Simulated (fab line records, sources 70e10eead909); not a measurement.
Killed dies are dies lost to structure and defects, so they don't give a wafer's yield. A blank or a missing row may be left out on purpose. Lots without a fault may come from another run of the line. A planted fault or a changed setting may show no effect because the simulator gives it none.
fab line records | flow nand_harc
record lots=6 wafers=18 last_day=24
route steps=1159 shown P_M1@315 P_M2@318 END@1159
lots that met no fault: from a run of the same line without faults
start_h: hours from the record's first day to the start of the lot's first wafer shown | wait_h: hours since the lot's step before | " the same as in the row above | L1.1+2: a row that stands for several wafers | - no value, or no start given | * or withheld: withheld | < > ~ a bound
route shown NAME@n: a module of which the file shows steps, and the number in the route of the first | usual: mean/standard deviation of fault-free wafers | same: alike in all rows | chamber/n: place in a boat | sites: the reading at each site | _std_site: their standard deviation | _edge_site: outer sites' mean less inner sites' | radius_mm: how far each site lies from the wafer's centre | mask NAME#n: copy n | behind: the tool/chamber that last shaped the wafer | hold: why the lot was held/for how many hours/how that ended | device: the transistor (n, p or np) that didn't switch | end of line: the same wafers' tests at the end of the route | a step without rows: its recipe alone | killed: dies lost to structure and defects at the first sort, not the wafer's yield | map: a wafer's dies, x killed, . not, _ none there
set.NAME: the setting as run; set.NAME@STEP: as run at that earlier step | model.NAME: the simulator's own value behind a step, which no gauge read
lots at some steps of the route; a table a step, a row a wafer
services: from which hour (start_h, from the record's first day; less than 0 if before it) a tool's chamber was out of use, for how many hours, and why
## steps
# step NHARC_P_M1_INSPECT_27
# usual raw_defect_count=316/130
# columns lot.wafer tool chamber start_h wait_h raw_defect_count
L692.1 defect_inspect-01 - 146.72 0.0 267
L692.2 " - " " 216
L692.6 " - " " 175
L694.2 defect_inspect-01 - 152.21 0.0 445
L694.3 " - " " 223
L694.4 " - " " 355
L693.1 defect_inspect-01 - 152.92 0.0 504
L693.4 " - " " 305
L693.5 " - " " 213
L697.1 defect_inspect-02 - 173.47 0.0 456
L697.5 " - " " 481
L697.6 " - " " 492
L706.2 defect_inspect-02 - 230.50 0.0 212
L706.3 " - " " 146
L706.5 " - " " 144
L708.2 defect_inspect-02 - 241.90 0.0 207
L708.4 " - " " 236
L708.6 " - " " 172
# step NHARC_P_M1_PRE_CLEAN_32
# recipe time_s=12 temp_c=370 rf_power_w=300 gas=NH3
# usual heater_power_w=655/48
# columns lot.wafer tool chamber start_h wait_h heater_power_w
L692.1 pecvd-04 1 146.80 0.1 707
L692.2 " 2 " " 647
L692.6 " 1 " " 700
L694.3 pecvd-03 2 152.28 0.1 674
L694.2 " 0 " " 670
L694.4 " 0 " " 667
L693.1 pecvd-01 0 153.02 0.1 646
L693.5 " 1 " " 689
L693.4 " 0 " " 653
L697.1 pecvd-03 1 173.56 0.1 679
L697.6 " 2 " " 729
L697.5 " 0 " " 644
L706.3 pecvd-01 0 230.58 0.1 709
L706.2 " 1 " " 683
L706.5 " 1 " " 673
L708.2 pecvd-04 1 241.97 0.1 672
L708.4 " 1 " " 669
L708.6 " 2 " " 677
# step NHARC_P_M1_DEP_33
# recipe target_thk_a=300 temp_c=370 target_thk_nm=30 pressure_torr=3 flow_sccm=200 rf_w=450 material=SiCN
# usual heater_power_w=610/55
# columns lot.wafer tool chamber start_h wait_h heater_power_w
L692.1 pecvd-04 1 146.91 0.1 583
L692.2 " 2 " " 708
L692.6 " 1 " " 594
L694.3 pecvd-03 2 152.36 0.1 586
L694.2 " 0 " " 633
L694.4 " 0 " " 650
L693.1 pecvd-01 0 153.16 0.1 534
L693.5 " 1 " " 678
L693.4 " 0 " " 551
L697.1 pecvd-03 1 173.70 0.1 591
L697.6 " 2 " " 593
L697.5 " 0 " " 614
L706.3 pecvd-01 0 230.69 0.1 609
L706.2 " 1 " " 691
L706.5 " 1 " " 684
L708.2 pecvd-04 1 242.05 0.1 586
L708.4 " 1 " " 564
L708.6 " 2 " " 692
# step NHARC_P_M2_DEP_00
# recipe target_thk_a=1825 target_thk_nm=182.5 temp_c=withheld pressure_torr=5 flow_sccm=200 rf_w=600 material=SiOC
# step NHARC_P_M2_DEHYDRATE_01
# recipe temp_c=150 time_s=120
# step NHARC_P_M2_HMDS_02
# recipe time_s=30
# step NHARC_P_M2_COAT_34
# recipe temp_c=200 time_s=65
# step NHARC_P_M2_COAT_03
# recipe spin_rpm=1500 resist_thk_nm=90
# step NHARC_P_M2_SOFTBAKE_04
# recipe temp_c=105 time_s=55
# step NHARC_P_M2_EBR_05
# step NHARC_P_M2_EXPOSE_06
# recipe na=1.35 target_cd_nm=170 dose_mj=80.78 mask_id=P_M2
# step NHARC_P_M2_PEB_07
# recipe peb_temp_c=100 peb_time_s=65
# usual heater_power_total_W=156.6/0.41
# columns lot.wafer tool chamber start_h wait_h heater_power_total_W
L692.1 litho_track-06 0 147.91 0.1 157.1
L692.2 " 0 " " 155.9
L692.6 " 0 " " 156.4
L694.2 litho_track-01 0 153.43 0.1 156.2
L694.3 " 0 " " 156.5
L694.4 " 0 " " 156.6
L693.1 litho_track-06 0 154.24 0.1 157.1
L693.4 " 0 " " 156.7
L693.5 " 0 " " 156.8
L697.1 litho_track-04 0 174.80 0.1 156.7
L697.5 " 0 " " 157.1
L697.6 " 0 " " 156.1
L706.2 litho_track-04 0 231.84 0.1 180.6
L706.3 " 0 " " 180.7
L706.5 " 0 " " 180.5
L708.2 litho_track-04 0 243.12 0.1 180.7
L708.4 " 0 " " 180.9
L708.6 " 0 " " 180.3
# step NHARC_P_M2_DEVELOP_08
# recipe develop_time_s=35 dev_temp_c=23
# step NHARC_P_M2_CD_MEAS_09
# recipe target_cd_nm=170 landing_energy_ev=500
# usual cd_nm=170.1/0.5
# columns lot.wafer tool chamber start_h wait_h cd_nm
L692.1 cd_sem-03 0 147.99 - 169.6
L692.2 " 0 " " 169.7
L692.6 " 0 " " 169.0
L694.2 cd_sem-01 0 153.51 - 169.5
L694.3 " 0 " " 170.2
L694.4 " 0 " " 170.7
L693.1 cd_sem-03 0 154.32 - 170.3
L693.4 " 0 " " 169.5
L693.5 " 0 " " 170.5
L697.1 cd_sem-02 0 174.88 - 170.8
L697.5 " 0 " " 170.1
L697.6 " 0 " " 169.6
L706.2 cd_sem-03 0 231.92 - 160.8
L706.3 " 0 " " 160.7
L706.5 " 0 " " 161.1
L708.2 cd_sem-03 0 243.20 - 163.1
L708.4 " 0 " " 163.3
L708.6 " 0 " " 162.9
# step NHARC_P_M2_OVL_MEAS_10
# recipe pitch_nm=340
# usual overlay_x_nm=0.1/0.96 overlay_y_nm=0.1/0.78
# columns lot.wafer tool chamber start_h wait_h overlay_x_nm overlay_y_nm
L692.1 overlay-02 - 148.08 - -0.8 -0.9
L692.2 " - " " -1.0 -0.6
L692.6 " - " " -1.2 -0.5
L694.2 overlay-02 - 153.60 - 0.3 0.2
L694.3 " - " " -0.2 0.3
L694.4 " - " " 0.4 0.5
L693.1 overlay-02 - 154.41 - 1.9 -1.1
L693.4 " - " " 2.1 -1.0
L693.5 " - " " 1.7 -0.6
L697.1 overlay-02 - 174.97 - -0.2 0.8
L697.5 " - " " 0.5 0.7
L697.6 " - " " 0.7 1.1
L706.2 overlay-02 - 232.01 - -0.2 0.0
L706.3 " - " " -0.8 0.1
L706.5 " - " " -0.1 0.1
L708.2 overlay-02 - 243.29 - 1.2 0.6
L708.4 " - " " 1.7 0.8
L708.6 " - " " 1.0 0.8
# step NHARC_P_M2_INSPECT_11
# usual raw_defect_count=4.2/2.4
# columns lot.wafer tool chamber start_h wait_h raw_defect_count
L692.1 defect_inspect-01 - 148.12 0.0 5
L692.2 " - " " 3
L692.6 " - " " 1
L694.2 defect_inspect-01 - 153.63 0.0 3
L694.3 " - " " 3
L694.4 " - " " 4
L693.1 defect_inspect-01 - 154.44 0.0 5
L693.4 " - " " 3
L693.5 " - " " 7
L697.1 defect_inspect-02 - 175.00 0.0 9
L697.5 " - " " 5
L697.6 " - " " 5
L706.2 defect_inspect-02 - 232.04 0.0 5
L706.3 " - " " 9
L706.5 " - " " 6
L708.2 defect_inspect-02 - 243.32 0.0 4
L708.4 " - " " 6
L708.6 " - " " 7
# step NHARC_P_M2_DESCUM_14
# recipe time_s=3 o2_flow_sccm=200 ar_flow_sccm=0 bias_power_w=0 chemistry=O2
# usual drypump_motor_current_A=6.0/0.42 oes_product_au=0.997/0.0078 rf_vpp_V=58.0/0.9 showerhead_plenum_p_Torr=1.95/0.09 throttle_valve_pct=11.312/0.0094
# columns lot.wafer tool chamber start_h wait_h drypump_motor_current_A oes_product_au rf_hours_counter_h rf_vpp_V showerhead_plenum_p_Torr throttle_valve_pct model.P_M2.cd_nm
L692.1 rie_diel-07 2 148.18 0.1 5.8 0.993 3 58.9 2.06 11.309 169
L692.2 " 3 " " 6.3 1.007 3 58.0 1.95 11.322 169.7
L692.6 " 3 " " 6.3 1.007 - 57.7 1.95 11.309 169.4
L694.4 rie_diel-07 2 153.71 0.1 5.8 0.979 3 59.0 2.06 11.302 170.4
L694.2 " 3 " " 6.3 0.995 3 57.8 1.95 11.310 169.8
L694.3 " 1 " " 6.7 0.995 2 58.2 1.95 11.308 170.7
L693.4 rie_diel-07 2 154.50 0.1 5.8 0.982 3 58.1 2.06 11.318 169.3
L693.1 " 0 " " 5.4 0.980 3 56.6 1.80 11.303 170.4
L693.5 " 3 " " 6.3 0.997 - 58.3 1.95 11.314 170.7
L697.1 rie_diel-07 3 175.06 0.1 6.3 1.001 4 58.3 1.95 11.313 170.6
L697.5 " 3 " " 6.3 1.001 - 58.4 1.95 11.294 170.1
L697.6 " 0 " " 5.4 0.990 - 58.1 1.80 11.313 169.8
L706.2 rie_diel-01 0 232.10 0.1 6.3 1.009 30 58.1 1.78 11.314 161.1
L706.3 " 1 " " 5.6 0.994 32 56.8 1.94 11.310 160.9
L706.5 " 0 " " 6.3 0.998 - 57.4 1.78 11.314 161.4
L708.2 rie_diel-11 3 243.58 0.3 5.8 0.996 8 58.2 1.94 11.312 163
L708.6 " 0 " " 5.6 0.998 - 57.8 2.02 11.315 162.6
L708.4 " 3 " " 5.8 1.002 - 58.9 1.94 11.312 163.3
# step NHARC_P_M2_ETCH_35
# recipe target_depth_a=400 overetch_a=120 time_s=43.94 ion_energy_ev=200 n2_flow_sccm=150 h2_flow_sccm=150 ar_flow_sccm=0 rf_w=400 bias_w=150 chemistry=N2/H2
# usual drypump_motor_current_A=6.0/0.47 oes_product_au=0.997/0.0088 rf_vpp_V=431.4/2.8 showerhead_plenum_p_Torr=2.07/0.098 throttle_valve_pct=14.172/0.01
# columns lot.wafer tool chamber start_h wait_h drypump_motor_current_A oes_product_au rf_hours_counter_h rf_vpp_V showerhead_plenum_p_Torr throttle_valve_pct
L692.1 rie_diel-07 1 148.28 0.1 6.7 0.981 2 432.6 2.08 14.189
L692.2 " 2 " " 5.8 0.990 3 435.5 2.20 14.146
L692.6 " 0 " " 5.4 0.979 - 427.7 1.91 14.150
L694.3 rie_diel-07 1 153.81 0.1 6.7 0.977 2 432.6 2.08 14.161
L694.4 " 2 " " 5.8 0.984 3 436.0 2.20 14.187
L694.2 " 3 " " 6.3 1.010 3 430.7 2.08 14.193
L693.4 rie_diel-07 2 154.59 0.1 5.8 0.995 3 435.2 2.20 14.171
L693.1 " 3 " " 6.3 0.994 3 433.1 2.08 14.179
L693.5 " 2 " " 5.8 0.998 - 435.0 2.20 14.188
L697.1 rie_diel-07 0 175.17 0.1 5.4 0.996 3 428.3 1.91 14.162
L697.5 " 1 " " 6.7 0.991 - 431.3 2.08 14.184
L697.6 " 2 " " 5.8 0.986 - 433.9 2.20 14.174
L706.3 rie_diel-01 1 232.19 0.1 5.7 0.997 32 431.8 2.07 14.169
L706.2 " 2 " " 6.6 1.007 32 429.7 2.04 14.162
L706.5 " 1 " " 5.7 0.991 - 432.2 2.07 14.163
L708.2 rie_diel-11 0 243.75 0.2 5.6 0.995 8 434.1 2.16 14.180
L708.4 " 1 " " 5.6 0.989 - 434.7 2.18 14.175
L708.6 " 3 " " 5.8 0.985 - 432.1 2.07 14.178
# step NHARC_P_M2_ETCH_15
# recipe target_depth_a=1825 time_s=91.2 c4f8_flow_sccm=withheld ar_flow_sccm=400 rf_w=600 bias_w=300 chemistry=C4F8/Ar
# usual oes_product_au=0.948/0.02 rf_vpp_V=441/3
# columns lot.wafer tool chamber start_h wait_h oes_product_au rf_hours_counter_h rf_vpp_V
L692.1 rie_diel-07 0 - - 0.952 3 436
L692.2 " 3 " " 0.939 3 441
L692.6 " 1 " " 0.939 - 443
L694.3 rie_diel-07 3 - - 0.949 3 442
L694.2 " 0 " " 0.945 3 438
L694.4 " 1 " " 0.942 3 441
L693.4 rie_diel-07 1 - - 0.965 3 443
L693.1 " 2 " " 0.945 3 445
L693.5 " 1 " " 0.972 - 442
L697.1 rie_diel-07 0 - - 0.928 3 436
L697.6 " 2 " " 0.918 - 445
L697.5 " 3 " " 0.931 - 442
L706.3 rie_diel-01 3 - - 0.932 30 444
L706.2 " 1 " " 0.929 32 442
L706.5 " 2 " " 0.922 - 441
L708.2 rie_diel-11 1 - - 0.926 8 445
L708.4 " 0 " " 0.919 - 445
L708.6 " 3 " " 0.920 - 442
# step NHARC_P_M2_CD_MEAS_16
# usual cd_nm=170.2/0.58
# columns lot.wafer tool chamber start_h wait_h cd_nm
L692.1 cd_sem-02 - 148.49 - 168.8
L692.2 " - " " 169.9
L692.6 " - " " 169.1
L694.2 cd_sem-03 - 154.02 - 170.1
L694.3 " - " " 170.3
L694.4 " - " " 170.7
L693.1 cd_sem-03 - 154.81 - 170.8
L693.4 " - " " 169.5
L693.5 " - " " 170.9
L697.1 cd_sem-01 - 175.38 - 170.6
L697.5 " - " " 169.7
L697.6 " - " " 170.5
L706.2 cd_sem-03 - 232.41 - 161.1
L706.3 " - " " 160.4
L706.5 " - " " 161.3
L708.2 cd_sem-01 - 244.18 - 162.8
L708.4 " - " " 163.1
L708.6 " - " " 162.0
# step NHARC_P_M2_STRIP_18
# recipe power_w=1000 n2_flow_sccm=150 h2_flow_sccm=150 ar_flow_sccm=0 bias_w=0 chemistry=N2/H2
# usual drypump_motor_current_A=6.0/0.45 oes_product_au=0.997/0.0082 rf_vpp_V=90.8/1 showerhead_plenum_p_Torr=2.08/0.099 throttle_valve_pct=14.170/0.0093
# columns lot.wafer tool chamber start_h wait_h drypump_motor_current_A oes_product_au rf_hours_counter_h rf_vpp_V showerhead_plenum_p_Torr throttle_valve_pct
L692.1 rie_diel-07 1 148.56 0.1 6.7 0.991 2 90.7 2.08 14.169
L692.2 " 0 " " 5.4 0.985 3 90.4 1.91 14.181
L692.6 " 2 " " 5.8 0.990 - 93.8 2.20 14.162
L694.3 rie_diel-11 3 154.09 0.1 5.8 0.988 26 90.8 2.08 14.166
L694.2 " 1 " " 5.5 0.998 27 90.7 2.18 14.178
L694.4 " 1 " " 5.6 1.004 - 91.9 2.18 14.167
L693.4 rie_diel-07 0 154.88 0.1 5.4 0.992 3 89.8 1.91 14.162
L693.1 " 2 " " 5.8 0.983 3 91.0 2.20 14.162
L693.5 " 0 " " 5.4 0.994 - 89.2 1.91 14.160
L697.1 rie_diel-07 2 175.48 0.1 5.8 0.988 4 90.9 2.20 14.170
L697.6 " 1 " " 6.7 0.999 - 90.4 2.08 14.178
L697.5 " 2 " " 5.7 0.997 - 91.1 2.20 14.174
L706.3 rie_diel-07 2 232.51 0.1 5.8 0.997 6 92.7 2.20 14.177
L706.2 " 3 " " 6.3 1.017 6 91.0 2.08 14.160
L706.5 " 2 " " 5.8 0.999 - 91.1 2.20 14.168
L708.2 rie_diel-11 3 244.27 0.1 5.8 0.996 8 89.9 2.07 14.176
L708.4 " 0 " " 5.6 1.010 - 90.5 2.16 14.170
L708.6 " 1 " " 5.6 0.998 - 91.3 2.18 14.194
# step NHARC_P_M2_ETCH_28
# recipe target_depth_a=300 over_etch_frac=0.3 time_s=72.99 ion_energy_ev=150 cf4_flow_sccm=50 n2_flow_sccm=100 ar_flow_sccm=150 rf_w=300 bias_w=100 chemistry=CF4/N2
# usual cf4_flow_sccm=49.98/0.15 drypump_motor_current_A=6.0/0.45 oes_product_au=0.997/0.0078 rf_vpp_V=314.8/2.1 showerhead_plenum_p_Torr=2.67/0.12 throttle_valve_pct=19.794/0.0091
# same over_etch_frac=0.3
# columns lot.wafer tool chamber start_h wait_h cf4_flow_sccm drypump_motor_current_A oes_product_au rf_hours_counter_h rf_vpp_V showerhead_plenum_p_Torr throttle_valve_pct model.P_M2.cd_nm
L692.2 rie_diel-07 1 - - 50.05 6.7 0.992 2 315.0 2.68 19.793 170
L692.1 " 2 " " 50.04 5.8 0.994 3 317.1 2.81 19.808 169
L692.6 " 0 " " 50.15 5.4 0.986 - 311.9 2.48 19.809 169.6
L694.3 rie_diel-11 0 - - 50.16 5.6 1.000 26 315.0 2.78 19.789 170.7
L694.2 " 1 " " 49.99 5.6 1.000 27 316.8 2.80 19.791 169.4
L694.4 " 0 " " 49.87 5.6 0.983 - 315.6 2.78 19.799 171
L693.1 rie_diel-07 1 - - 49.97 6.6 0.996 3 314.4 2.68 19.790 170.7
L693.4 " 2 " " 50.02 5.8 0.990 3 317.3 2.81 19.784 170
L693.5 " 3 " " 50.06 6.3 0.998 - 314.4 2.67 19.794 171.4
L697.1 rie_diel-07 1 - - 49.97 6.7 0.979 3 314.5 2.68 19.799 171.1
L697.6 " 0 " " 49.95 5.4 0.991 - 312.8 2.48 19.800 169.5
L697.5 " 1 " " 49.85 6.7 0.992 - 313.1 2.68 19.788 170
L706.3 rie_diel-07 2 - - 49.88 5.8 0.993 6 318.5 2.81 19.795 160.3
L706.2 " 0 " " 49.89 5.5 0.984 6 310.5 2.47 19.796 160.9
L706.5 " 1 " " 50.06 6.7 0.996 - 315.8 2.68 19.798 161.2
L708.2 rie_diel-11 3 - - 50.00 5.8 0.996 8 313.8 2.67 19.798 162.9
L708.4 " 0 " " 49.76 5.6 1.004 - 317.2 2.77 19.798 163.2
L708.6 " 1 " " 50.05 5.6 0.987 - 317.5 2.79 19.794 162.7
# step NHARC_P_M2_STRIP_19
# recipe time_s=600 temp_c=30 chemistry=post_etch_residue_remover
# step NHARC_END_SORT_01
# recipe temp_c=25
# usual defect_limited_yield=95.8/1.2 killed_at_array=24/7.4 killed_at_other=0.5/0.81 killed_at_periphery=3.4/2.3 killed_dies=28/8 killed_open=3.4/1.8 killed_short=2.0/1.4 sort_bin_2_pct=1.3/0.54 sort_bin_3_pct=0.23/0.2 sort_bin_4_pct=2.7/0.77 sort_n_pass=649/8 sort_rim_yield_pct=94.2/2.7 sort_yield_pct=95.8/1.2
# same gross_dies=677 sort_bin_5_pct[%]=0 sort_bin_6_pct[%]=0 sort_bin_7_pct[%]=0 sort_bin_8_pct[%]=0 sort_rim_n_gross=106.00
# columns lot.wafer tool chamber start_h wait_h defect_limited_yield[%] killed_at_array killed_at_other killed_at_periphery killed_dies killed_open killed_short sort_bin_2_pct[%] sort_bin_3_pct[%] sort_bin_4_pct[%] sort_n_pass sort_rim_yield_pct[%] sort_yield_pct[%]
L697.1 prober-02 0 488.26 2.5 97.0 18 0 2 20 3 2 1.2 0 1.8 657 97.2 97.0
L697.5 prober-02 0 491.45 3.7 96.8 19 1 2 22 3 3 1.0 0.15 2.1 655 96.2 96.8
L697.6 prober-02 0 492.24 4.0 96.3 21 1 3 25 1 5 0.6 0.44 2.7 652 96.2 96.3
L706.3 prober-02 0 557.40 3.1 96.0 19 0 8 27 3 1 1.3 0 2.7 650 93.4 96.0
# killed by level:class
L697.1 A_SLIT:chamber_film_flake=8 A_CHANNEL_HOLE_D1:chamber_film_flake=2 A_STAIRCASE:chamber_film_flake=2 A_CONTACT:chamber_film_flake=2 P_GATE:geometric_particle:open=1 A_CHANNEL_FILL_D1:geometric_particle:short=1 A_CONTACT:geometric_particle:open=1 A_CONTACT:geometric_particle:short=1
L697.5 A_SLIT:chamber_film_flake=7 A_STAIRCASE:chamber_film_flake=3 A_CHANNEL_HOLE_D1:chamber_film_flake=2 A_CONTACT:chamber_film_flake=2 P_CONTACT:geometric_particle:open=1 A_CHANNEL_FILL_D1:geometric_particle:short=1 A_WL_FILL:geometric_particle:short=1 A_CONTACT:geometric_particle:short=1
L697.6 A_SLIT:chamber_film_flake=9 A_CHANNEL_HOLE_D1:chamber_film_flake=5 A_M1:chamber_film_flake=3 P_GATE:geometric_particle:short=1 P_GATE:geometric_particle:open=1 A_CHANNEL_HOLE_D1:geometric_particle:short=1 A_CHANNEL_FILL_D1:geometric_particle:short=1 A_SGD_CUT:geometric_particle:short=1
L706.3 A_CHANNEL_HOLE_D1:chamber_film_flake=10 P_GATE:chamber_film_flake=4 A_CONTACT:chamber_film_flake=3 A_STAIRCASE:chamber_film_flake=2 P_CONTACT:geometric_particle:open=1 A_SGD_CUT:geometric_particle:short=1 A_CONTACT:geometric_particle:open=1 A_M0:geometric_particle:open=1
## services
# columns tool chamber start_h hours kind
rie_diel-01 - 137.80 9.0 pm
pecvd-04 2 139.24 6.8 repair
rie_diel-11 2 140.05 15.5 repair
litho_track-04 - 141.00 7.0 pm
rie_diel-07 0 145.39 - clean
rie_diel-07 1 145.39 - clean
rie_diel-07 2 145.39 - clean
rie_diel-07 3 145.39 - clean
pecvd-03 2 156.12 5.9 repair
rie_diel-07 0 169.89 - clean
rie_diel-07 1 169.89 - clean
rie_diel-07 2 169.89 - clean
rie_diel-07 3 169.89 - clean
pecvd-01 0 177.41 8.9 repair
rie_diel-11 - 189.50 9.0 pm
rie_diel-07 0 194.39 - clean
rie_diel-07 1 194.39 - clean
rie_diel-07 2 194.39 - clean
pecvd-04 - 195.32 13.0 pm
pecvd-01 1 200.39 13.5 repair
rie_diel-07 - 209.87 2.0 repair
pecvd-01 - 237.18 13.0 pm
rie_diel-07 - 239.89 9.0 pm
rie_diel-11 2 242.59 42.5 repair
## key
first_sign step=NHARC_P_M2_PEB_07 reading=heater_power_total_W direction=up sigmas=58 usual=* struck=*
effect step=NHARC_P_M2_CD_MEAS_09 reading=cd_nm direction=down sigmas=16 usual=170.1 struck=162.0 through=control_loop
effect step=NHARC_P_M2_CD_MEAS_16 reading=cd_nm direction=down sigmas=15 usual=170.2 struck=161.8 through=control_loop
model_effect step=NHARC_P_M2_DESCUM_14 value=P_M2.cd_nm without=170.8 struck=162.1
model_effect step=NHARC_P_M2_ETCH_28 value=P_M2.cd_nm without=170.6 struck=161.9
met_at NHARC_P_M2_PEB_07
struck_wafers L706.2,L706.3,L706.5,L708.2,L708.4,L708.6
loop_trim step=NHARC_P_M2_EXPOSE_06 setting=dose lots=L708
onset_between 174.80 231.84
fault kind=process_parameter_drift tool=litho_track-04 chamber=- onset_h=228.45 steps=NHARC_P_M2_PEB_07 channel=peb_time_s offset=* shape=step end_h=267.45 acts_in=* stated=*
# loop_trim: a control loop set the setting to another value than it would have without faults
